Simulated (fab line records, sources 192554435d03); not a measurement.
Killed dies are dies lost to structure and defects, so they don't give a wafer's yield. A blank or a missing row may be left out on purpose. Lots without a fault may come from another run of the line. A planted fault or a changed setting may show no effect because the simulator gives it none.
fab line records | flow n5_finfet
record lots=4 wafers=12 last_day=16
route steps=1938 shown PASSIVATION@1898
lots that met no fault: from a run of the same line without faults
start_h: hours from the record's first day to the start of the lot's first wafer shown | wait_h: hours since the lot's step before | " the same as in the row above | L1.1+2: a row that stands for several wafers | - no value, or no start given | * or withheld: withheld | < > ~ a bound
route shown NAME@n: a module of which the file shows steps, and the number in the route of the first | usual: mean/standard deviation of fault-free wafers | same: alike in all rows | chamber/n: place in a boat | sites: the reading at each site | _std_site: their standard deviation | _edge_site: outer sites' mean less inner sites' | radius_mm: how far each site lies from the wafer's centre | mask NAME#n: copy n | behind: the tool/chamber that last shaped the wafer | hold: why the lot was held/for how many hours/how that ended | device: the transistor (n, p or np) that didn't switch | end of line: the same wafers' tests at the end of the route | a step without rows: its recipe alone | killed: dies lost to structure and defects at the first sort, not the wafer's yield | map: a wafer's dies, x killed, . not, _ none there
set.NAME: the setting as run; set.NAME@STEP: as run at that earlier step | model.NAME: the simulator's own value behind a step, which no gauge read
lots at some steps of the route; a table a step, a row a wafer
services: from which hour (start_h, from the record's first day; less than 0 if before it) a tool's chamber was out of use, for how many hours, and why
## steps
# step N5_PASSIVATION_COAT_24
# recipe spin_rpm=3000 resist_thk_nm=withheld
# step N5_PASSIVATION_EBR_26
# recipe solvent=PGMEA ebr_width_mm=1.5
# step N5_PASSIVATION_SOFTBAKE_25
# recipe temp_c=100 time_s=90
# step N5_PASSIVATION_EXPOSE_27
# recipe mask_id=PAD na=0.55 source_shape=conventional sigma_outer=0.8 polarization=unpolarized defocus_nm=0 dose_mj=32.3
# step N5_PASSIVATION_PEB_28
# recipe peb_temp_c=withheld peb_time_s=*
# step N5_PASSIVATION_DEVELOP_29
# recipe develop_time_s=60 rinse_liquid=diw dry=air_spin dev_temp_c=21
# step N5_PASSIVATION_HARDBAKE_31
# recipe temp_c=130 time_s=120
# step N5_PASSIVATION_DESCUM_32
# recipe chemistry=O2 time_s=7.9 source_power_w=50 bias_power_w=20 pressure_mtorr=20 rf_frequency_hz=2.712e+07 temp_c=40 o2_flow_sccm=225
# step N5_PASSIVATION_AL_ETCH_33
# recipe chemistry=Cl2/BCl3 target_depth_a=28000 over_etch_frac=0.15 Cl2_flow_sccm=180 bcl3_flow_sccm=60 target=Al stop_on=TaN time_s=466.7 ion_energy_ev=100 pressure_mtorr=10 icp_w=900 bias_w=100
# step N5_PASSIVATION_ETCH_59
# recipe chemistry=Cl2/BCl3 target=TaN target_depth_a=650 time_s=34.9 ion_energy_ev=100 pressure_mtorr=10 icp_w=900 bias_w=100 Cl2_flow_sccm=60 bcl3_flow_sccm=30
# usual drypump_motor_current_A=5.7/0.4 oes_product_au=0.76/0.056 throttle_valve_pct=21.06/0.099
# columns lot.wafer tool chamber start_h wait_h drypump_motor_current_A oes_product_au rf_hours_counter_h throttle_valve_pct
L958.2 rie_metal-01 0 307.82 0.3 5.3 0.82 31 21.12
L958.5 " 0 " " 5.3 0.82 - 21.11
L958.6 " 1 " " 5.3 0.82 - 21.02
L969.1 rie_metal-01 0 366.74 0.3 5.3 0.82 35 21.11
L969.2 " 1 " " 5.3 0.80 40 21.03
L969.6 " 0 " " 5.3 0.82 - 21.12
L967.1 rie_metal-01 1 367.53 0.3 5.3 0.80 40 21.04
L967.3 " 0 " " 5.3 0.82 - 21.10
L967.6 " 1 " " 5.3 0.80 - 21.04
L973.2 rie_metal-03 1 382.40 0.3 6.5 0.82 21 21.21
L973.4 " 1 " " 6.4 0.83 - 21.22
L973.5 " 1 " " 6.5 0.83 - 21.23
# step N5_PASSIVATION_STRIP_34
# recipe chemistry=O2 power_w=600 temp_c=60 pressure_mtorr=30 rf_frequency_hz=6e+07 bias_power_w=0 overash_fraction=2 o2_flow_sccm=225
# step N5_PASSIVATION_STRIP_51
# recipe chemistry=post_etch_residue_remover time_s=1200 temp_c=72.5
# step N5_PASSIVATION_CLEAN_69
# recipe chemistry=IPA time_s=180 temp_c=25
# step N5_PASSIVATION_SRD_70
# recipe dry=ipa_marangoni time_s=30 temp_c=23 rinse_liquid=diw
# step N5_PASSIVATION_PECVD_53
# recipe material=SiO2 target_thk_a=8000 temp_c=400 precursor=TEOS/O2 pressure_torr=6.5 rf_w=withheld teos_flow_sccm=withheld gas=O2 flow_sccm=2650 time_s=169.4
# step N5_PASSIVATION_PECVD_35
# recipe material=SiNx target_thk_a=7000 temp_c=400 precursor=SiH4/NH3/N2 pressure_torr=4.9 rf_w=1406 time_s=151.3
# step N5_PASSIVATION_HMDS_37
# recipe time_s=60 temp_c=120
# step N5_PASSIVATION_COAT_38
# recipe spin_rpm=3000 resist_thk_nm=withheld
# step N5_PASSIVATION_EBR_40
# recipe solvent=PGMEA ebr_width_mm=1.5
# step N5_PASSIVATION_SOFTBAKE_39
# recipe temp_c=110 time_s=120
# step N5_PASSIVATION_EXPOSE_41
# recipe mask_id=PASS_OPEN na=0.55 defocus_nm=0 source_shape=conventional sigma_outer=0.8 polarization=unpolarized target_cd_nm=40000 dose_mj=57.25
# step N5_PASSIVATION_PEB_42
# recipe peb_temp_c=withheld peb_time_s=*
# step N5_PASSIVATION_DEVELOP_43
# recipe develop_time_s=60 rinse_liquid=diw dry=air_spin dev_temp_c=21
# step N5_PASSIVATION_HARDBAKE_45
# recipe temp_c=130 time_s=120
# step N5_PASSIVATION_DESCUM_46
# recipe chemistry=O2 time_s=7.9 source_power_w=50 bias_power_w=20 pressure_mtorr=20 rf_frequency_hz=2.712e+07 temp_c=40 o2_flow_sccm=225
# step N5_PASSIVATION_PASS_ETCH_47
# recipe chemistry=CF4/O2 target=SiNx target_depth_a=7700 time_s=385 ion_energy_ev=100 pressure_mtorr=40 source_w=535 bias_w=49 Ar_flow_sccm=100 cf4_flow_sccm=100 O2_flow_sccm=10
# step N5_PASSIVATION_ETCH_54
# recipe chemistry=CHF3/O2 target=SiO2 target_depth_a=8800 CHF3_flow_sccm=50 O2_flow_sccm=5 Ar_flow_sccm=200 time_s=440 mask_material=PR pressure_mtorr=30 source_w=650 bias_w=170 ion_energy_ev=200
# step N5_PASSIVATION_STRIP_48
# recipe chemistry=O2 power_w=600 temp_c=60 pressure_mtorr=30 rf_frequency_hz=6e+07 bias_power_w=0 overash_fraction=0.5 o2_flow_sccm=225
# step N5_PASSIVATION_STRIP_52
# recipe chemistry=post_etch_residue_remover time_s=1200 temp_c=72.5
# step N5_PASSIVATION_CLEAN_71
# recipe chemistry=IPA time_s=180 temp_c=25
# step N5_PASSIVATION_SRD_72
# recipe dry=ipa_marangoni time_s=30 temp_c=23 rinse_liquid=diw
# step N5_PASSIVATION_ANNEAL_56
# recipe temp_c=400 time_s=1800 ambient=FGA idle_temp_c=300 ramp_up_c_per_min=5 ramp_down_c_per_min=3
# step N5_PASSIVATION_PROBE_49
# usual defect_limited_yield=91.2/1.4 killed_at_M0_to_M3=34/10 killed_at_M4_up=13/5.1 killed_at_contacts=12/6.5 killed_at_front_end=41/11 killed_at_other=4/3.3 killed_dies=104/16 killed_open=69/13 killed_short=33/7 sort_bin_5_function=5.1/0.91 sort_bin_6_memory=3.3/0.69 sort_n_pass=1076/16 sort_yield_pct=91.2/1.4
# same gross_dies=1180 killed_at_back_side=0 sort_bin_4_leakage[%]=0 sort_bin_8_speed[%]=0
# columns lot.wafer tool chamber start_h wait_h defect_limited_yield[%] killed_at_M0_to_M3 killed_at_M4_up killed_at_contacts killed_at_front_end killed_at_other killed_dies killed_open killed_short sort_bin_5_function[%] sort_bin_6_memory[%] sort_n_pass sort_yield_pct[%]
L969.1 prober-02 - 371.32 0.0 84.9 25 6 5 43 99 178 58 29 10.6 3.5 1002 84.9
L969.6 prober-02 - 371.57 0.3 85.5 31 10 6 19 105 171 51 21 9.0 4.1 1009 85.5
L967.3 prober-01 - 372.10 0.1 81.9 32 12 18 56 95 213 82 37 11.4 5.3 967 81.9
# killed by level:class
L969.1 PASSIVATION:unspecified=91 STI_FIN_REVEAL:geometric_particle:open=14 FIN_SAQP:geometric_particle:open=7 GATE_CUT:geometric_particle:short=7 BEOL_M3:geometric_particle:open=7 BEOL_M2:geometric_particle:open=6 BEOL_M3:geometric_particle:short=5 STARTING-WAFER:geometric_particle:short=5
L969.6 PASSIVATION:unspecified=99 STI_FIN_REVEAL:geometric_particle:open=9 BEOL_M3:geometric_particle:open=7 BEOL_M2:geometric_particle:open=7 MOL_CONTACT_COAG:geometric_particle:open=6 BEOL_M4:geometric_particle:open=5 BEOL_M0_SAQP:geometric_particle:open=4 BEOL_M0:geometric_particle:open=4
L967.3 PASSIVATION:unspecified=94 STI_FIN_REVEAL:geometric_particle:open=29 MOL_CONTACT_COAG:geometric_particle:open=16 FIN_SAQP:geometric_particle:short=13 BEOL_M0_SAQP:geometric_particle:open=8 BEOL_M3:geometric_particle:open=8 BEOL_M4:geometric_particle:open=7 BEOL_M0_SAQP:geometric_particle:short=6
# map L967.3 (x killed, . not)
_________________............________________
______________x..............x.._____________
___________.......x..x............x__________
__________...x.......x........x...x._________
________....x.xxx......x....x........._______
_______.........x......x..x.....x......______
______....x..x.x.....x.......x......x..._____
_____.x..x.......................x.......____
____...................x.....x............___
___....x............xx...........x.........__
___...................x...x...x............__
__..............x..........x.............x.._
__.......x..............x..................._
_....x...x...x..........................xx.x.
_...x...x............x.....................x.
_.........x...x........x......x............x.
_..........x.x....x.....x....x.x.............
_.....x....xxxxxxx...x..............x...x....
_......x.xxx.xxxx......x......x..............
_.....xxxxxxxxxxxxx...x......x......x..x...x.
_.x.xx..xxxxxxxxxx.x...x.....x....x......x...
__...xx.xxxxxxxxxx...xxx......x..x.........x_
__....x.xxxxxxxxxxxx.............x.........._
___..x..xxxxxxxxxxx.xx.x.....x.............__
___..x.x.xxxxxx.xxx.x...............x......__
____..x....xxx.xxxxxx.....................___
_____...x....xx.....x...........x......x.____
______.xx......x.....x..x......x.x......_____
_______....................x...........______
________.............................._______
__________...xx............x...x...._________
___________.....x...x............x.__________
______________.................._____________
_________________.........x..________________
# map L969.1 (x killed, . not)
_________________............________________
______________x...x............._____________
___________........................__________
__________.x................x......x_________
________....x..x....xx..........x....._______
_______...........x.....x.x..x.........______
______..........x...x..........x.....x.._____
_____x..x.......x.x......................____
____..x.......x...........................___
___...x..........................x......x..__
___.........x.....x........xx..............__
__...................x......................_
__........x..........x.........x........xx.._
_...........x................................
_...............x..........x.....x..x........
_......x.......x...........x.x...............
_..............x..........xx......x.x........
_........x.x.xxxxx.x...................x.....
_....xx.x.xxxxxxx.xx.........x...............
_....x.x.xxxxxxxxxxxx....xx..................
_.....x.xxxxxxxxxxx.x........................
__...x..xxxxxxxxxx...x......................_
__...x..xxxxxxxxxxx..x......................_
___..x.x.x.xxxxxxxxx..............x........__
___.x..xx.x.xxx.x.x...x....................__
____.......x.x.xxxxx..x...................___
_____.........x.x...........x........x...____
______....x..x............x............x_____
_______.x.x.x..........................______
________..................x..........._______
__________.........x.....x....x..x.._________
___________.....xx.................__________
______________.x...............x_____________
_________________............________________
## services
# columns tool chamber start_h hours kind
rie_metal-01 1 285.26 12.6 repair
rie_metal-01 - 296.14 2.8 pm
## key
first_sign step=N5_PASSIVATION_PROBE_49 reading=killed_at_other direction=up sigmas=29 usual=4 struck=100
effect step=N5_PASSIVATION_PROBE_49 reading=killed_dies direction=up sigmas=5.1 usual=104 struck=187
more_kills_born_at N5_PASSIVATION_ETCH_59@rie_metal-01=284
met_at N5_PASSIVATION_ETCH_59
struck_wafers L967.3,L969.1,L969.6
onset_between 307.82 366.74
fault kind=chamber_particle_source tool=rie_metal-01 chamber=0 onset_h=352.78 steps=N5_PASSIVATION_ETCH_59 rate_per_visit_cm2=0.41609 end_h=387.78
